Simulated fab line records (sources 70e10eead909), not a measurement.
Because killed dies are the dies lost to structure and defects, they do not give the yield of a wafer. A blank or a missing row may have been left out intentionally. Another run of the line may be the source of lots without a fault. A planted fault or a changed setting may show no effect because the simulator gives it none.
Code-filled problem report in 8D (eight disciplines) form -- flow nand_harc -- the parts of the form that need people (team, actions taken, sign-off) are left out

== 1. PROBLEM STATEMENT ==
Wafers with no fault read 1000 nm with a standard deviation of 9.5, whereas thk_nm at NHARC_A_ONON_D2_THK_MEAS_18 reads a mean of 1521 nm on 1 wafer of 1 lot. That is +55 standard deviations from the usual mean.
The step: measures by ellipsometry.
Seen first at day 18 17:01 on film_metro-02, wafer L843.2. At this step, 35 wafers from 12 lots have a number in the record. Rule for "out", or "out of limits": more than 4 standard deviations from the usual mean. The other wafers with a number count as sound.

== 2. WHAT IT IS, AND WHAT IT ISN'T ==
question,is,is not
which readings at this step,thk_nm,-
which lots,L843,"L828, L829, L830, L831, L832, L833, L838, L845, L849, L850, L851"
which wafers of those lots,L843.2,L843.3
read on which gauges,film_metro-02,film_metro-01
when,from day 18 17:01,"up to then (22 sound wafers); but 12 sound wafers of L845, L849, L850, L851 came after"

== 3. THE SUSPECTS, EACH WITH WHAT RULES IT OUT ==
Counting: any tool at a process step up to the reading remains a suspect provided it ran every lot that is out. Sound lots after the first of them don't rule it out here, since some wafers of a struck lot are sound.
- the gauge at NHARC_A_ONON_D2_THK_MEAS_18 has been ruled out. All the wafers that are out were read on film_metro-02, but those of them that NHARC_END_SORT_01 has rows for are out there too, on other tools.
- rie_diel-06 at NHARC_A_CHANNEL_FILL_D1_ETCHBACK_08 (etches the open film in C4F8, target depth 220 nm, time 110 s): kept. The lot that is out, L843, ran on it at day 18 05:54; the last sound lot it ran before that was L832, at day 13 13:47. NHARC_A_CHANNEL_FILL_D1_ETCHBACK_08 gives no start for some lots, so the hours and the order of its lots are those of NHARC_A_DECK1_JOINT_INSPECT_05.
- pecvd_onon-03 at NHARC_A_ONON_D2_DEP_16 (target thk 1000 nm): kept. The lot that is out, L843, ran on it at day 18 16:34; the last sound lot it ran before that was L831, at day 14 00:02.
- Within rie_diel-06 at NHARC_A_CHANNEL_FILL_D1_ETCHBACK_08, the wafers that are out were processed in chamber 2 and their sound lot-mates in chamber 0.
After counting, rie_diel-06 at NHARC_A_CHANNEL_FILL_D1_ETCHBACK_08 and pecvd_onon-03 at NHARC_A_ONON_D2_DEP_16 remain.

== 4. THE CAUSE (what the simulator had put in) ==
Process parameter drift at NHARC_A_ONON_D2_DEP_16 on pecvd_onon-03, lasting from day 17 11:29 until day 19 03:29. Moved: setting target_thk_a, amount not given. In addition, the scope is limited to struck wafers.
Counting left 2 suspects, and this tool is among them.

== 5. SEQUENCE OF EFFECTS, ordered by route ==
Each row: a reading whose mean over the struck wafers that have a number lies more than 3 standard deviations from the usual. Only readings whose record carries a usual standard deviation are examined. hours: median over the lots of the time between each lot's start at the first step of this table that gives one and its start at this step. sigmas: the change, counted in usual standard deviations.
hours,step,reading,usual,on struck wafers,change,sigmas
0,NHARC_A_ONON_D2_THK_MEAS_18,thk_nm,1000 nm,1521,+521,+55
276,NHARC_END_SORT_01,killed_at_array,41,675,+634,+63
276,NHARC_END_SORT_01,killed_dies,46,677,+631,+63
Later steps that measure or inspect, where all struck wafers having a row at the step show a number for every such reading and not one has moved that far: NHARC_A_ONON_D2_INSPECT_32.

== 6. HOW IT WOULD HAVE BEEN CAUGHT EARLIER ==
In this record the first reading out of limits at a measuring or inspecting step was taken at day 18 17:01, 30 hours after the fault began at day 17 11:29.
All the lots that are out (1) had begun NHARC_A_ONON_D2_DEP_16 on pecvd_onon-03 by day 18 17:01. None of them would have been spared by holding the tool at that moment.
